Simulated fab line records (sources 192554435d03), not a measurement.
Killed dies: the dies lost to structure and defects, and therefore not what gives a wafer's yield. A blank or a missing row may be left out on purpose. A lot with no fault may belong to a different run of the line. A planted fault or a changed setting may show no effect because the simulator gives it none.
Chamber matching ; flow n5_finfet ; 4 sister chambers for N5_SDB_CMP_30 on cmp-03
The step polishes, stops on poly-Si, t overpolish 1.54 s, target thk 30 nm. 4 wafers are shown with their chamber, then 7 later ones without.

WAFERS WITH THEIR CHAMBER
wafer;chamber;motor_current_A (A)
L078.6;0;14.2
L082.2;2;12.0
L085.1;1;13.3
L085.2;3;13.0

WAFERS MISSING THEIR CHAMBER
wafer;motor_current_A (A)
L085.4;11.2
L087.3;13.7
L087.5;13.6
L087.6;13.6
L090.1;11.2
L090.2;13.1
L090.5;13.2

WHICH CHAMBER EACH WENT THROUGH
wafer;from the rows above;in truth
L085.4;2;2
L087.3;can't be placed: 1 or 0 or 3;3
L087.5;can't be placed: 1 or 0 or 3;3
L087.6;can't be placed: 1 or 0 or 3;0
L090.1;2;2
L090.2;can't be placed: 3 or 1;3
L090.5;can't be placed: 1 or 3 or 0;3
Placed correctly: 2 of 7. Unplaceable from these rows: 5, with the true chamber sitting among the candidates in 5. Placed wrongly: 0.
How it was worked out, from the rows above alone: a wafer's distance from a chamber is the root of the sum, over the readings, of the square of ((its reading less the chamber's mean) divided by the reading's scatter). The wafer belongs to the nearest chamber; if the next one is less than 2 further off, it can't be placed. The mean given for a chamber averages the wafers shown for that chamber. The scatter (one wafer shown for each chamber): square how far every hidden wafer sits from the nearest shown wafer, average those squares and take the square root.
